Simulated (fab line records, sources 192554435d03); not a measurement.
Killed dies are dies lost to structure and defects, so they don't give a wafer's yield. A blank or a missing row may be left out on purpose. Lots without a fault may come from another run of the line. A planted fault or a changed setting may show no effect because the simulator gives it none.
A struck lot beside a sound one | flow n5_finfet | 41 steps out of a route of 1938
Sound: wafers L784.2, L784.4, L784.6. Struck: wafers L795.1, L795.2, L795.4. The cause comes at the end.
At each step with rows: each side's tool, then ch and its chambers, then its first start. Under that, the readings that differ: sound wafers | struck wafers | difference of the means | sigmas: that difference in standard deviations of wafers without a fault.
alike: readings whose means differ by less than 2 such deviations, and words and numbers that are the same on both sides. not compared: withheld readings, readings that some wafer has no value for, bounds like >300 that may hide the same value, and numbers for which the record gives no deviation and whose values overlap.
The two part at a step that has a row with sigmas, a row that says differs or no value, or rows on one side only. Numbers that don't overlap but have no deviation are shown without sigmas and don't part them. A reading that every wafer of one side lacks parts them only if that side has two wafers or more.

first, 12 steps without rows for these wafers: N5_HKMG_FIN_STRIP_34 (strips in CF4); N5_HKMG_FIN_ETCH_35 (etches SOC in N2/H2, target depth 215.8 nm, time 243.4 s); N5_HKMG_FIN_STRIP_92 (strips SOC in N2/H2, time 20 s); N5_HKMG_FIN_WET_ETCH_18 (etches TiN in SC1, time 55 s, target depth 5.2 nm, rinse time 30 s); N5_HKMG_FIN_STRIP_19 (strips in N2/H2, time 360 s); N5_HKMG_FIN_ALD_91 (deposits TiN, target thk 1 nm, pulse time 1 s, purge time 3 s); N5_HKMG_FIN_COAT_85 (time 60 s, resist thk 300 nm); N5_HKMG_FIN_ETCH_86 (etches SOC in N2/H2, stops on TiN, target depth 393.2 nm); N5_HKMG_FIN_STRIP_89 (strips SOC in N2/H2, time 20 s); N5_HKMG_FIN_WET_ETCH_87 (etches TiN in SC1, time 154.2 s, target depth 4.7 nm, rinse time 30 s); N5_HKMG_FIN_STRIP_88 (strips in N2/H2, time 360 s); N5_HKMG_FIN_NWFM_ALD_20 (deposits TiAlC, target thk 2 nm, pulse time 3 s, purge time 2 s).
N5_HKMG_FIN_ALD_71: deposits TiN, target thk 1 nm, pulse time 1 s, purge time 3 s.
  sound on ald_metal-04 ch 0,1,3, day 4 05:41; struck on ald_metal-01 ch 0,1,2, day 7 03:00
  no value came back on the struck wafers for any of 5 readings (ald_cycles, chamber_pressure_Torr (Torr) and others); on the sound wafers ald_cycles reads 47 47 47
then, 26 steps without rows for these wafers: N5_HKMG_FIN_COAT_66 (time 60 s, resist thk 300 nm); N5_HKMG_FIN_ETCH_67 (etches SOC in N2/H2, stops on TiN, target depth 388.9 nm); N5_HKMG_FIN_STRIP_90 (strips SOC in N2/H2, time 20 s); N5_HKMG_FIN_WET_ETCH_73 (etches the open film in SC1, time 42.3 s, target depth 1.3 nm, rinse time 30 s); N5_HKMG_FIN_ETCHBACK_68 (etches the open film in Cl2/Ar, stops on HfO2, target depth 0.5 nm); N5_HKMG_FIN_STRIP_69 (strips in N2/H2, time 360 s); N5_HKMG_FIN_ALD_21 (deposits TiN, target thk 1.5 nm, pulse time 1 s, purge time 3 s); N5_HKMG_FIN_ALD_72 (deposits W, target thk 2 nm, pulse time 1 s, purge time 2 s); N5_HKMG_FIN_W_FILL_22 (material W, target thk 60 nm, time 18.2 s); N5_HKMG_FIN_PRECLEAN_83 (cleans in DIW, time 57.5 s); N5_HKMG_FIN_SRD_84 (dry time 32 s); N5_HKMG_FIN_CMP_23 (polishes, stops on SiNx, t overpolish 10 s, target thk 46.326 nm); N5_HKMG_FIN_CMP_94 (polishes, stops on SiNx, t overpolish 4.7 s, target thk 43.299 nm); N5_GATE_CUT_ETCHBACK_00 (etches W in SF6/Cl2); N5_GATE_CUT_ETCH_56 (etches TiN in Cl2/Ar, target depth 21.6 nm); N5_GATE_CUT_ETCHBACK_30 (etches TiN in Cl2/Ar, target depth 3 nm); N5_GATE_CUT_VAPOR_ETCH_60 (etches HfO2 in BCl3/Cl2); N5_GATE_CUT_ETCH_58 (etches SiNx in CH3F/O2, target depth 17 nm, time 128.6 s); N5_GATE_CUT_STRIP_59 (strips in N2/H2, time 20 s); N5_GATE_CUT_PRECLEAN_31 (cleans in DIW, time 300 s); N5_GATE_CUT_SRD_32 (time 30 s); N5_GATE_CUT_SAC_CAP_01 (material SiNx, target thk 24 nm, pulse time 1 s, ald cycles 480); N5_GATE_CUT_PECVD_57 (deposits SiNx from SiH4/NH3/N2, target thk 21 nm); N5_GATE_CUT_CMP_02 (polishes, stops on SiO2, t overpolish 12.7 s, target thk 0 nm); N5_GATE_CUT_HM_DEP_46 (deposits SiO2 from TEOS/O2, target thk 130 nm, time 26.6 s); N5_GATE_CUT_COAT_34 (time 60 s, resist thk 60 nm).
-- the record jumps here: 5 days lie between the struck wafers' starts before and after (it left off in module GATE_CUT and takes up again in module BEOL_M4, whose first step shown is number 1111 of the route) --
N5_BEOL_M4_RC_MEAS_101:
  sound on prober-01 ch 0, day 9 13:10; struck on prober-02 ch 0, day 12 08:47
  reading             | sound                      | struck                     | difference | sigmas
  IOFF_N (nA/um)      | 0.16 0.15 0.18             | 0.03 0.03 0.03             | -0.13      | -4
  IOFF_N_85C (nA/um)  | 3.3 3.1 3.5                | 0.7 0.8 0.8                | -2.5       | -4
  IOFF_N_LIN (nA/um)  | 0.077 0.075 0.084          | 0.013 0.014 0.014          | -0.065     | -5
  IOFF_N_LONG (nA/um) | 5.65e-05 5.55e-05 5.57e-05 | 2.33e-05 2.44e-05 2.33e-05 | -3.22e-05  | -18
  IOFF_P (nA/um)      | 0.20 0.20 0.21             | 0.30 0.35 0.34             | +0.13      | +3
  IOFF_P_85C (nA/um)  | 3.5 3.4 3.6                | 5.0 5.6 5.5                | +1.9       | +3
  IOFF_P_LIN (nA/um)  | 0.093 0.091 0.094          | 0.145 0.162 0.158          | +0.062     | +5
  IOFF_P_LONG (nA/um) | 9.5e-05 0.000102 8.8e-05   | 0.000145 0.000148 0.000148 | +0.000052  | +8
  ION_N (uA/um)       | 671 683 677                | 560 570 562                | -113       | -9
  ION_P (uA/um)       | 455 467 460                | 475 479 478                | +17        | +2
  VT_N (mV)           | 250 247 244                | 297 298 296                | +50        | +15
  VT_N_LONG (mV)      | 275.9 276.4 274.5          | 320.4 321.5 326.7          | +47.3      | +25
  VT_N_LVT (mV)       | 97 97 95                   | 147 147 147                | +51        | +14
  VT_P (mV)           | -253 -252 -252             | -239 -237 -240             | +14        | +5
  VT_P_LONG (mV)      | -277.4 -279.2 -279.5       | -266.3 -262.5 -262.2       | +15.0      | +6
  VT_P_LVT (mV)       | -99.9 -100.4 -100.1        | -89.4 -87.0 -87.4          | +12.2      | +5
  alike: DIBL_N, DIBL_P, SS_N, SS_P
-- the record jumps here: 4 days lie between the struck wafers' starts before and after (it left off in module BEOL_M4 and takes up again in module PASSIVATION, whose first step shown is number 1936 of the route) --
N5_PASSIVATION_PROBE_49:
  sound on prober-02, day 13 22:31; struck on prober-01, day 16 17:55
  reading                | sound          | struck            | difference | sigmas
  killed_at_contacts     | 31 32 51       | 8 6 7             | -31        | -4
  sort_bin_4_leakage (%) | 0 0 0          | 0.08 0.08 0.08    | +0.08      | +11
  sort_bin_8_speed (%)   | 0 0 0          | 91.36 89.49 90.42 | +90.42     | +99 or more
  sort_n_pass            | 1078 1085 1039 | 0 0 0             | -1067      | -63
  sort_yield_pct (%)     | 91.4 91.9 88.1 | 0 0 0             | -90        | -65
  alike: defect_limited_yield, killed_at_M0_to_M3, killed_at_M4_up, killed_at_front_end, killed_at_other, killed_dies, killed_open, killed_short, sort_bin_5_function, sort_bin_6_memory

WHERE THEY PART
First at N5_HKMG_FIN_ALD_71; last, within this record, at N5_PASSIVATION_PROBE_49.

WHY: what the simulator had put in
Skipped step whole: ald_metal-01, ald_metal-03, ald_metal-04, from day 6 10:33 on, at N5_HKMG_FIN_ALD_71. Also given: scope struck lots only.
